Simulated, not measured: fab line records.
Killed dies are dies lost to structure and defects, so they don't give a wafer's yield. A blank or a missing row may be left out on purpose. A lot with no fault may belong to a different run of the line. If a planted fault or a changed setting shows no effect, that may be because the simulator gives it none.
A lot that was struck, set against a sound lot	flow n5Finfet	38 out of 1938 route steps
Sound: the wafers L256.2, L256.5, L256.6. Struck: wafer L265.6 (L265.4, L265.5, from the same lot, were not struck and are left out); the cause is given at the end.
At each step with rows: each side's tool, then ch and its chambers, then its first start. Under that, the readings that differ: sound wafers	struck wafers	difference of the means	sigmas: that difference in standard deviations of wafers without a fault.
alike: words and numbers the same on both sides, and readings whose means are apart by under 2 such deviations; not compared: readings that were withheld, readings missing a value for some wafer, numbers with overlapping values and no deviation given by the record, and bounds like >300 which may hide the same value.
Wherever a step has rows on one side only, a row that says differs or no value, or a row with sigmas, the two part there. Non-overlapping numbers with no deviation appear without sigmas and do not part them. A reading that every wafer of one side lacks parts them only if that side has two wafers or more.

first, 9 steps without rows for these wafers: N5_BEOL_M4_ANNEAL_95 (time 240 s); N5_BEOL_M4_SPUTTER_96 (material Cu, target thk 4.5 nm, time 8.29 s); N5_BEOL_M4_ECD_50 (material Cu, target thk 300 nm); N5_BEOL_M4_ANNEAL_51 (time 90 s); N5_BEOL_M4_CMP_52 (polishes, stops on SiOC, t overpolish 6.8 s, target thk 40 nm); N5_BEOL_M4_PRE_CLEAN_60 (time 15 s); N5_BEOL_M4_CO_CAP_55 (material Co, precursor CCTBA/H2, target thk 2 nm, time 102.1 s); N5_BEOL_M4_PRE_CLEAN_56 (time 15 s); N5_BEOL_M4_DEP_57 (deposits SiCN from 3MS/NH3, target thk 8 nm, time 14 s).
N5_BEOL_M4_RC_MEAS_101:
  sound on prober-01 ch 0, day 9 02:05; struck on prober-02 ch 0, day 11 01:34
  alike: DIBL_N, DIBL_P, IOFF_N, IOFF_P, ION_N, ION_P, SS_N, SS_P, VT_N, VT_P
then, 24 steps without rows for these wafers: N5_BEOL_M5_ILD_DEP_00 (deposits SiCOH lowk from DEMS/porogen, target thk 140.64 nm, time 25.9 s); N5_BEOL_M5_CURE_79 (cures SiCOH lowk, time 240 s); N5_BEOL_M5_PECVD_70 (deposits SiO2 from TEOS/O2, target thk 16 nm, time 18 s); N5_BEOL_M5_HM_DEP_02 (deposits TiN, target thk 20 nm); N5_BEOL_M5_COAT_59 (time 60 s, resist thk 60 nm); N5_BEOL_M5_COAT_60 (time 60 s, resist thk 12 nm); N5_BEOL_M5_COAT_71 (time 60 s, resist thk 5 nm); N5_BEOL_M5_COAT_05 (resist thk 30 nm); N5_BEOL_M5_EBR_07; N5_BEOL_M5_SOFTBAKE_06 (time 60 s); N5_BEOL_M5_EXPOSE_08 (exposes mask M5, target cd 28 nm); N5_BEOL_M5_PEB_09 (peb time 60 s); N5_BEOL_M5_DEVELOP_10 (develop time 30 s); N5_BEOL_M5_DESCUM_16 (chemistry O2, time 7 s); N5_BEOL_M5_ETCH_72 (etches underlayer in N2/H2, target depth 6.5 nm, time 5.2 s); N5_BEOL_M5_ETCH_61 (etches SiARC in CF4, target depth 15.6 nm, time 26 s); N5_BEOL_M5_ETCH_62 (etches SOC in N2/H2, target depth 75 nm, overetch 15 nm, time 112.5 s); N5_BEOL_M5_STRIP_63 (strips in N2/H2); N5_BEOL_M5_STRIP_73 (strips in N2/H2); N5_BEOL_M5_STRIP_64 (strips in CF4); N5_BEOL_M5_HM_OPEN_17 (chemistry Cl2/BCl3, target TiN, target depth 20 nm, overetch 6 nm); N5_BEOL_M5_STRIP_19 (strips in O2); N5_BEOL_M5_COAT_65 (time 60 s, resist thk 60 nm); N5_BEOL_M5_COAT_66 (time 60 s, resist thk 12 nm).
-- record jumps: 4 days separate the struck wafers' starts on either side; left off in module BEOL_M5, taken up again in module PASSIVATION, whose first shown step is the route's number 1936 --
N5_PASSIVATION_PASS_ETCH_74: etches SiNx in CF4/O2, target depth 220 nm, time 110 s.
  sound on rieDiel-02 ch 1,2,3, day 13 07:42; struck on rieDiel-02 ch 2, day 15 04:47
reading	sound	struck	difference	sigmas
O2_flow_sccm (sccm)	10.066 9.991 9.994	9.958	-0.059	-2
oesProductAu (a.u.)	0.92 0.80 0.68	0.52	-0.28	-4
model.etch.depthNm (nm)	217.3 222 211.9	133.1	-84.0	
model.TV_OPEN.cdOffsetNm (nm)	0 0.8 0.8	3.8	+3.3	
  alike: drypumpMotorCurrentA, oes_f_703_au, rfFwdPowerW, rfVppV, showerheadPlenumPTorr, throttleValvePct
  not compared: rfHoursCounterH, model.coat_of_PASSIVATION_COAT_04.thkNm
N5_PASSIVATION_VIA_ETCH_13: etches SiO2 in CHF3/O2, target depth 660 nm, time 330 s.
  sound on rieDiel-02 ch 1,2,3, day 13 07:47; struck on rieDiel-02 ch 2, day 15 04:56
  alike: O2_flow_sccm, drypumpMotorCurrentA, etchRfOnTimeS, oes_f_703_au, oesProductAu, rfFwdPowerW, rfVppV, showerheadPlenumPTorr, throttleValvePct
  not compared: rfHoursCounterH, model.coat_of_PASSIVATION_COAT_04.thkNm
N5_PASSIVATION_ETCH_15: etches SiCN in CF4/N2, target depth 75 nm, time 81.2 s.
  sound: rieDiel-02 ch 1,2,3; struck: rieDiel-02 ch 2
reading	sound	struck	difference	sigmas
oesProductAu (a.u.)	0.92 0.80 0.69	0.61	-0.19	-2
model.TV_OPEN.cdOffsetNm (nm)	1.4 2 2.8	5.4	+3.3	
  alike: drypumpMotorCurrentA, n2FlowSccm, rfFwdPowerW, rfVppV, showerheadPlenumPTorr, throttleValvePct
  not compared: rfHoursCounterH
N5_PASSIVATION_PROBE_49:
  struck on prober-02, day 15 12:03; sound on prober-02, day 13 16:02
reading	sound	struck	difference	sigmas
defectLimitedYield (%)	91.4 92.2 91.9	81.6	-10.2	-7
killedAtOther	8 3 2	121	+117	+35
killedDies	102 92 96	217	+120	+7
sort_bin_5_function (%)	5.3 4.5 4.7	14.4	+9.6	+10
sortNPass	1078 1088 1084	963	-120	-7
sortYieldPct (%)	91.4 92.2 91.9	81.6	-10.2	-7
  alike: killed_at_M0_to_M3, killed_at_M4_up, killedAtContacts, killedAtFrontEnd, killedOpen, killedShort, sort_bin_6_memory

== WHERE THEY PART ==
Last at N5_PASSIVATION_PROBE_49 as far as this record goes, first at N5_PASSIVATION_PASS_ETCH_74.

WHY: what had been put in by the simulator
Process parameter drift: rieDiel-02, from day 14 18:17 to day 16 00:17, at N5_PASSIVATION_PASS_ETCH_74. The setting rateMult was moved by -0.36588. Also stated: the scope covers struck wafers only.
